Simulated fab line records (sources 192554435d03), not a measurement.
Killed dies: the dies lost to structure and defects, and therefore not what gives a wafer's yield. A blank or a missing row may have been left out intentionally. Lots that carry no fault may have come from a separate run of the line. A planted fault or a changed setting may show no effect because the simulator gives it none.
fab line records	flow n5-finfet
[record] lots = 9	wafers = 27	last-day = 20
route steps=1938 shown WELL_APT@28 PMOS_HMC_CHANNEL_EPI@57 BEOL_M4@1111 PASSIVATION@1936
lots that met no fault: taken from a fault-free run of the same line
start-h: start of the lot's first displayed wafer, in hours after the record's first day	wait-h: how many hours have passed since the lot's step before this one	" the same as in the row above	L1.1+2: a row that stands for several wafers	- no value, or no start was given	* or withheld: withheld	< > ~ a bound
route shown NAME@n: names a module that has steps shown in the file, with the first one's number in the route	usual: the fault-free wafers' mean and standard deviation	same: alike in all rows	chamber/n: place in a boat	sites: the reading at each site	_std_site: the values' standard deviation	_edge_site: mean of outer sites minus mean of inner sites	radius-mm: for every site, how far away it sits from the centre of the wafer	mask NAME#n: copy n	behind: the most recent tool/chamber to have shaped the wafer	hold: the reason the lot was held/the length of the hold in hours/how it ended	device: the transistor (n, p or np) that didn't switch	end of line: the tests these same wafers got at the end of their route	a step given without rows: its recipe and nothing more	killed: count of dies lost to structure and defects at first sort (not the wafer's yield)	map: dies across one wafer; x = killed, . = not, _ = none there
set.NAME: the run value of the setting; set.NAME@STEP: its run value at that earlier step	model.NAME: the simulator's own value behind a step, which no gauge read
a sample of lots followed through the steps of the route, with each step as a table and each wafer as a row
services: the hour from which a tool's chamber was out of use, counted from the record's first day as start-h (under 0 if before that day), plus the number of hours and why
[[steps]]
[step N5_WELL_APT_CD_MEAS_08]
[recipe] target-cd-nm = 200	landing-energy-ev = 500	detector = se-inlens
[usual] cd-nm = 199.9/2.3
lot.wafer	tool	chamber	start-h	wait-h	cd-nm
L782.1	cd-sem-02	0	25.82	-	197.9
L782.4	"	0	"	"	199.4
L782.6	"	0	"	"	198.3
L785.2	cd-sem-03	0	43.60	-	200.0
L785.3	"	0	"	"	197.9
L785.4	"	0	"	"	200.1
L791.1	cd-sem-02	0	79.69	-	203.2
L791.2	"	0	"	"	198.1
L791.3	"	0	"	"	198.2
L792.3	cd-sem-01	0	85.87	-	202.0
L792.4	"	0	"	"	201.3
L792.5	"	0	"	"	197.8
L796.2	cd-sem-02	0	109.79	-	203.7
L796.4	"	0	"	"	197.7
L796.5	"	0	"	"	201.3
L799.1	cd-sem-02	0	127.81	-	195.2
L799.5	"	0	"	"	193.7
L799.6	"	0	"	"	197.2
L800.2	cd-sem-02	0	138.10	-	198.8
L800.3	"	0	"	"	199.8
L800.4	"	0	"	"	200.8
L802.2	cd-sem-03	0	145.68	-	202.3
L802.3	"	0	"	"	200.5
L802.4	"	0	"	"	198.9
L803.1	cd-sem-02	0	151.81	-	200.1
L803.2	"	0	"	"	202.6
L803.4	"	0	"	"	202.1
[step N5_WELL_APT_DESCUM_13]
[recipe] chemistry = O2	time-s = 7.9	source-power-w = 50	bias-power-w = 20	pressure-mtorr = 20	rf-frequency-hz = 2.712e+07	temp-c = 40	o2-flow-sccm = 225
[usual] drypump-motor-current-A = 5.7/0.58	oes-product-au = 0.78/0.086	rf-vpp-V = 243.4/1.3	showerhead-plenum-p-Torr = 2.10/0.055	temp-c = 39.99/0.11	throttle-valve-pct = 20.20/0.22
lot.wafer	tool	chamber	start-h	wait-h	drypump-motor-current-A	oes-product-au	rf-hours-counter-h	rf-vpp-V	showerhead-plenum-p-Torr	temp-c	throttle-valve-pct
L782.1	rie-diel-04	1	26.05	0.2	6.4	0.66	244	243.4	2.12	39.92	20.64
L782.4	"	3	"	"	6.6	0.76	-	244.8	2.19	39.88	20.21
L782.6	"	1	"	"	6.3	0.66	-	244.2	2.12	40.07	20.63
L785.2	rie-diel-04	3	43.69	0.0	6.5	0.75	167	245.7	2.19	39.94	20.24
L785.3	"	2	"	"	4.9	0.78	99	245.2	2.09	39.90	19.84
L785.4	"	2	"	"	4.9	0.79	-	243.5	2.09	39.99	19.83
L791.1	rie-diel-04	3	79.78	0.0	6.5	0.74	181	244.3	2.18	39.92	20.26
L791.2	"	0	"	"	5.7	0.69	203	242.8	2.07	39.75	20.23
L791.3	"	1	"	"	6.4	0.96	6	244.9	2.12	39.97	20.22
L792.3	rie-diel-04	2	85.97	0.0	4.9	0.77	116	244.8	2.09	40.13	19.86
L792.4	"	0	"	"	5.8	0.69	204	243.3	2.07	39.89	20.24
L792.5	"	1	"	"	6.4	0.95	-	244.2	2.12	40.14	20.23
L796.2	rie-diel-04	0	110.07	0.2	5.7	0.68	209	242.1	2.07	40.20	20.24
L796.4	"	3	"	"	6.6	0.73	189	243.8	2.18	39.89	20.26
L796.5	"	1	"	"	6.4	0.93	-	242.6	2.12	39.99	20.21
L799.1	rie-diel-01	1	127.90	0.0	5.0	0.74	146	243.6	2.20	40.08	20.38
L799.5	"	2	"	"	5.3	0.69	-	240.3	2.00	40.01	20.33
L799.6	"	3	"	"	5.6	0.86	-	242.0	2.05	40.07	19.98
L800.2	rie-diel-01	2	138.22	0.1	5.2	0.69	220	243.2	2.00	39.76	20.33
L800.3	"	1	"	"	5.1	0.75	148	244.0	2.19	40.03	20.40
L800.4	"	3	"	"	5.6	0.87	47	243.4	2.05	39.99	20.02
L802.2	rie-diel-04	2	145.80	0.0	4.9	0.75	131	242.4	2.08	39.95	19.86
L802.3	"	0	"	"	5.7	0.68	216	243.1	2.07	40.20	20.25
L802.4	"	1	"	"	6.4	0.91	23	244.6	2.11	39.92	20.25
L803.1	rie-diel-01	0	151.89	0.0	5.5	0.73	182	243.4	2.09	40.03	20.52
L803.2	"	2	"	"	5.2	0.69	222	241.3	2.00	39.94	20.34
L803.4	"	3	"	"	5.6	0.86	49	240.9	2.04	39.92	20.02
[step N5_WELL_APT_COAT_19]
[recipe] spin-rpm = 1357	resist-thk-nm = 950
[usual] chill-plate-temp-C = 23.01/0.1	dispense-pressure-kPa = 51.2/2
lot.wafer	tool	chamber	start-h	wait-h	chill-plate-temp-C	dispense-pressure-kPa
L782.1	litho-track-02	0	26.81	-	22.82	51.0
L782.4	"	0	"	"	23.05	51.0
L782.6	"	0	"	"	22.97	51.0
L785.2	litho-track-04	0	44.45	-	23.06	49.6
L785.3	"	0	"	"	23.15	49.6
L785.4	"	0	"	"	23.11	49.6
L791.1	litho-track-02	-	80.56	-	-	-
L791.2	"	-	"	"	-	-
L791.3	"	-	"	"	-	-
L792.3	litho-track-02	-	86.74	-	-	-
L792.4	"	-	"	"	-	-
L792.5	"	-	"	"	-	-
L796.2	litho-track-02	0	110.85	-	22.95	50.8
L796.4	"	0	"	"	23.09	50.9
L796.5	"	0	"	"	23.07	50.9
L799.1	litho-track-02	0	128.68	-	23.07	50.9
L799.5	"	0	"	"	23.17	50.8
L799.6	"	0	"	"	22.84	50.9
L800.2	litho-track-04	0	138.98	-	23.02	49.6
L800.3	"	0	"	"	22.92	49.6
L800.4	"	0	"	"	22.95	49.6
L802.2	litho-track-02	0	146.58	-	23.08	50.9
L802.3	"	0	"	"	23.13	50.9
L802.4	"	0	"	"	23.12	50.9
L803.1	litho-track-02	0	152.68	-	22.74	50.8
L803.2	"	0	"	"	22.73	50.8
L803.4	"	0	"	"	22.89	50.9
[step N5_WELL_APT_CD_MEAS_25]
[recipe] target-cd-nm = 200	landing-energy-ev = 500	detector = se-inlens
[usual] cd-nm = 196.2/1.9
lot.wafer	tool	chamber	start-h	wait-h	cd-nm
L782.1	cd-sem-02	0	27.08	-	197.3
L782.4	"	0	"	"	195.8
L782.6	"	0	"	"	194.6
L785.2	cd-sem-02	0	44.72	-	197.3
L785.3	"	0	"	"	196.7
L785.4	"	0	"	"	196.3
L791.1	cd-sem-01	0	80.96	-	-
L791.2	"	0	"	"	-
L791.3	"	0	"	"	-
L792.3	cd-sem-01	0	87.13	-	-
L792.4	"	0	"	"	-
L792.5	"	0	"	"	-
L796.2	cd-sem-02	0	111.12	-	195.5
L796.4	"	0	"	"	197.5
L796.5	"	0	"	"	197.3
L799.1	cd-sem-01	0	129.07	-	195.1
L799.5	"	0	"	"	194.9
L799.6	"	0	"	"	196.4
L800.2	cd-sem-02	0	139.25	-	196.2
L800.3	"	0	"	"	198.5
L800.4	"	0	"	"	196.5
L802.2	cd-sem-03	0	146.98	-	198.7
L802.3	"	0	"	"	193.4
L802.4	"	0	"	"	195.5
L803.1	cd-sem-03	0	153.07	-	194.3
L803.2	"	0	"	"	196.1
L803.4	"	0	"	"	200.7
[step N5_PMOS_HMC_CHANNEL_EPI_HM_DEP_34]
[recipe] material = SiO2	target-thk-a = 360	temp-c = 400	precursor = TEOS/O2	pressure-torr = 6.5	rf-w = 900	teos-flow-sccm = 161.4	gas = O2	flow-sccm = 2650	time-s = 6.9
[usual] heater-power-w = 557/94	showerhead-plenum-p-Torr = 8.337/0.026	susceptor-temp-C = 399.98/0.23	throttle-valve-pct = 18.4/1.2
lot.wafer	tool	chamber	start-h	wait-h	heater-power-w	showerhead-plenum-p-Torr	susceptor-temp-C	throttle-valve-pct
L782.1	pecvd-03	2	29.14	0.0	618	8.303	400.10	17.2
L782.4	"	0	"	"	576	8.359	400.27	18.1
L782.6	"	2	"	"	644	8.300	400.21	17.3
L785.2	pecvd-03	1	46.73	0.0	545	8.340	400.13	19.4
L785.3	"	0	"	"	580	8.355	400.14	17.9
L785.4	"	2	"	"	682	8.318	399.86	17.1
L796.2	pecvd-02	2	113.07	0.0	360	8.299	399.82	16.8
L796.4	"	0	"	"	561	8.313	400.01	18.2
L796.5	"	2	"	"	356	8.352	399.99	16.8
L799.1	pecvd-02	2	131.30	0.0	303	8.327	399.99	16.7
L799.5	"	0	"	"	492	8.337	399.84	18.2
L799.6	"	1	"	"	590	8.343	400.12	19.4
L800.2	pecvd-02	0	141.04	0.0	551	8.309	399.81	18.3
L800.3	"	2	"	"	321	8.323	399.91	16.8
L800.4	"	0	"	"	569	8.305	399.75	18.2
L802.2	pecvd-03	2	148.98	0.0	708	8.286	399.56	17.1
L802.3	"	1	"	"	474	8.356	400.68	19.8
L802.4	"	1	"	"	482	8.339	399.92	20.0
L803.1	pecvd-04	1	155.08	0.0	519	8.367	400.10	21.0
L803.2	"	2	"	"	564	8.330	399.87	17.1
L803.4	"	0	"	"	685	8.329	399.75	18.2
[step N5_BEOL_M4_RC_MEAS_101]
[usual] DIBL_N = 37.1/2.6	DIBL_P = 38/3	IOFF_N = 0.18/0.052	IOFF_P = 0.25/0.06	ION_N = 678/15	ION_P = 467/8.6	SS_N = 71.7/0.73	SS_P = 73.7/0.89	VT_N = 249/4.3	VT_P = -248/3.8
lot.wafer	tool	chamber	start-h	wait-h	DIBL_N[mV/V]	DIBL_P[mV/V]	IOFF_N[nA/um]	IOFF_P[nA/um]	ION_N[uA/um]	ION_P[uA/um]	SS_N[mV/dec]	SS_P[mV/dec]	VT_N[mV]	VT_P[mV]
L782.1	prober-02	0	245.30	0.0	36.0	34	0.14	0.20	676	465	71.2	72.9	248	-250
L782.4	"	0	"	"	36.3	36	0.17	0.24	692	472	71.6	73.4	244	-246
L782.6	"	0	"	"	36.3	35	0.15	0.24	691	474	71.2	72.7	249	-248
L785.2	prober-02	0	273.11	0.2	34.7	34	0.13	0.22	659	464	71.6	73.4	251	-247
L785.3	"	0	"	"	33.9	33	0.12	0.19	661	461	71.3	72.3	253	-251
L785.4	"	0	"	"	34.8	35	0.13	0.23	674	475	71.1	72.6	255	-246
L796.2	prober-01	0	342.59	0.2	38.9	39	0.21	0.29	685	470	72.4	73.9	247	-243
L796.4	"	0	"	"	38.1	40	0.19	0.34	683	478	72.1	73.0	246	-242
L796.5	"	0	"	"	40.2	41	0.25	0.35	692	478	72.4	74.0	243	-241
L799.1	prober-01	0	348.65	0.0	35.4	38	0.15	0.20	669	457	71.1	73.4	253	-252
L799.5	"	0	"	"	36.7	39	0.18	0.22	688	465	71.8	73.7	246	-252
L799.6	"	0	"	"	35.1	38	0.15	0.21	669	460	71.3	73.4	251	-251
L800.2	prober-02	0	351.22	0.2	38.0	38	0.18	0.25	675	464	72.1	73.6	250	-248
L800.3	"	0	"	"	33.1	34	0.10	0.17	655	458	70.9	73.0	258	-255
L800.4	"	0	"	"	35.1	35	0.13	0.18	666	455	71.4	73.5	253	-253
L802.2	prober-02	0	367.82	0.2	36.5	39	0.19	0.26	704	484	71.2	74.6	244	-243
L802.3	"	0	"	"	37.0	39	0.19	0.26	674	462	72.0	73.8	248	-248
L802.4	"	0	"	"	38.3	41	0.23	0.30	700	477	71.3	74.7	245	-248
L803.1	prober-02	0	375.35	0.0	39.7	42	0.26	0.32	694	474	72.8	75.2	241	-245
L803.2	"	0	"	"	40.2	42	0.25	0.33	682	475	72.6	74.5	246	-245
L803.4	"	0	"	"	38.0	39	0.22	0.26	681	466	72.4	74.2	245	-246
[step N5_PASSIVATION_PROBE_49]
[usual] defect-limited-yield = 91.4/1.4	killed_at_M0_to_M3 = 34/9.1	killed_at_M4_up = 14/5.2	killed-at-contacts = 12/6.4	killed-at-front-end = 38/11	killed-at-other = 3.7/2.8	killed-dies = 102/17	killed-on-rim = 14/3.9	killed-open = 68/13	killed-short = 32/7.8	sort_bin_5_function = 5.1/1	sort_bin_6_memory = 3.2/0.66	sort-n-pass = 1076/19	sort-yield-pct = 91.2/1.6
[same] gross-dies = 1180	killed-at-back-side = 0	sort_bin_4_leakage[%] = 0	sort_bin_8_speed[%] = 0
lot.wafer	tool	chamber	start-h	wait-h	defect-limited-yield[%]	killed_at_M0_to_M3	killed_at_M4_up	killed-at-contacts	killed-at-front-end	killed-at-other	killed-dies	killed-on-rim	killed-open	killed-short	sort_bin_5_function[%]	sort_bin_6_memory[%]	sort-n-pass	sort-yield-pct[%]
L791.1	prober-01	-	398.52	0.0	0	22	4	16	1134	4	1180	152	67	45	96.3	3.6	0	0
L791.2	prober-01	-	398.57	0.1	0	35	9	19	1116	1	1180	152	85	47	94.9	4.7	0	0
L791.3	prober-01	-	398.62	0.1	0	25	8	17	1129	1	1180	152	62	37	96.2	3.6	0	0
L792.3	prober-01	-	405.34	0.1	0	36	15	7	1121	1	1180	152	62	24	97.0	2.9	0	0
L792.4	prober-01	-	405.39	0.2	0	36	27	5	1110	2	1180	152	85	27	95.4	4.3	0	0
L792.5	prober-01	-	405.44	0.2	0	38	10	9	1121	2	1180	152	56	34	96.4	3.3	0	0
// killed by level:class
L791.1 WELL_APT:area-expose=1068 FIN_SAQP:geometric-particle:short=19 FIN_SAQP:geometric-particle:open=14 MOL_CONTACT_COAG:geometric-particle:open=12 STI_FIN_REVEAL:geometric-particle:open=7 STI_FIN_REVEAL:geometric-particle:short=5 DUMMY_GATE:geometric-particle:open=5 BEOL_M3:geometric-particle:open=5
L791.2 WELL_APT:area-expose=1047 FIN_SAQP:geometric-particle:open=21 STI_FIN_REVEAL:geometric-particle:open=16 MOL_CONTACT_COAG:geometric-particle:open=13 FIN_SAQP:geometric-particle:short=9 MOL_CONTACT_COAG:geometric-particle:short=6 BEOL_M3:geometric-particle:open=6 BEOL_M0:geometric-particle:short=6
L791.3 WELL_APT:area-expose=1079 MOL_CONTACT_COAG:geometric-particle:open=15 STI_FIN_REVEAL:geometric-particle:open=11 FIN_SAQP:geometric-particle:open=9 FIN_SAQP:geometric-particle:short=8 BEOL_M0_SAQP:geometric-particle:short=8 BEOL_M0_SAQP:geometric-particle:open=8 GATE_CUT:geometric-particle:short=7
L792.3 WELL_APT:area-expose=1093 BEOL_M0_SAQP:geometric-particle:open=11 BEOL_M4:geometric-particle:open=9 FIN_SAQP:geometric-particle:open=8 BEOL_M1:geometric-particle:open=8 GATE_CUT:geometric-particle:short=5 BEOL_M2:geometric-particle:open=5 MOL_CONTACT_COAG:geometric-particle:open=4
L792.4 WELL_APT:area-expose=1063 BEOL_M4:geometric-particle:open=14 BEOL_M2:geometric-particle:open=11 BEOL_M0_SAQP:geometric-particle:open=9 FIN_SAQP:geometric-particle:open=8 DUMMY_GATE:geometric-particle:open=8 STARTING-WAFER:geometric-particle:open=6 FIN_SAQP:geometric-particle:short=5
L792.5 WELL_APT:area-expose=1088 BEOL_M2:geometric-particle:open=9 MOL_CONTACT_COAG:geometric-particle:open=8 BEOL_M0_SAQP:geometric-particle:open=8 BEOL_M1:geometric-particle:open=8 BEOL_M0_SAQP:geometric-particle:short=6 FIN_SAQP:geometric-particle:open=5 GATE_CUT:geometric-particle:short=4
[[services]]
tool	chamber	start-h	hours	kind
pecvd-02	1	3.08	2.1	scheduled-down
pecvd-04	1	5.47	4.1	repair
pecvd-03	0	12.07	6.7	repair
litho-track-02	-	12.82	-	consumable-replace:filter
pecvd-03	-	20.03	0.7	repair
pecvd-02	2	21.12	-	clean
pecvd-02	2	21.12	-	consumable-replace:showerhead
pecvd-02	2	21.12	29.0	scheduled-down
pecvd-02	2	21.12	29.0	vent-cycle
pecvd-04	0	35.93	7.1	repair
rie-diel-04	1	39.67	-	clean
rie-diel-04	1	39.67	-	consumable-replace:focus-ring
rie-diel-04	1	39.67	17.4	scheduled-down
rie-diel-04	1	39.67	17.4	vent-cycle
pecvd-04	-	60.31	0.6	repair
pecvd-03	-	61.79	6.0	pm
pecvd-03	-	67.79	14.6	pm
pecvd-02	-	82.07	9.8	repair
rie-diel-01	1	110.94	3.2	repair
rie-diel-01	-	123.84	1.0	repair
pecvd-04	-	127.98	6.0	pm
rie-diel-04	0	130.04	8.7	repair
pecvd-04	2	142.11	4.0	repair
rie-diel-01	-	147.93	0.5	repair
[[key]]
[first-sign] step = N5_WELL_APT_COAT_19	reading = tool-record	direction = missing
[effect] step = N5_WELL_APT_CD_MEAS_25	reading = cd-nm	direction = missing
[effect] step = N5_PASSIVATION_PROBE_49	reading = killed-at-front-end	direction = up	sigmas = 94	usual = 38	struck = 1122
[more-kills-born-at] N5_WELL_APT_EXPOSE_22@krf-scanner-02 = 3244	N5_WELL_APT_EXPOSE_22@krf-scanner-01 = 3194
met-at N5_WELL_APT_COAT_19
struck-lots L791,L792
later-rows-left-out L791.1,L791.2,L791.3,L792.3,L792.4,L792.5
not-acting-at N5_WELL_APT_CD_MEAS_08,N5_WELL_APT_DESCUM_13,N5_PMOS_HMC_CHANNEL_EPI_HM_DEP_34
onset-between 26.81 80.56
[fault] kind = skipped-step-whole	tool = litho-track-02	chamber = -	onset-h = 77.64	steps = N5_WELL_APT_COAT_19	scope = struck-lots-only
// later-rows-left-out: the simulator's readings of these wafers behind a module that went badly wrong aren't trusted and aren't shown, but for the sort
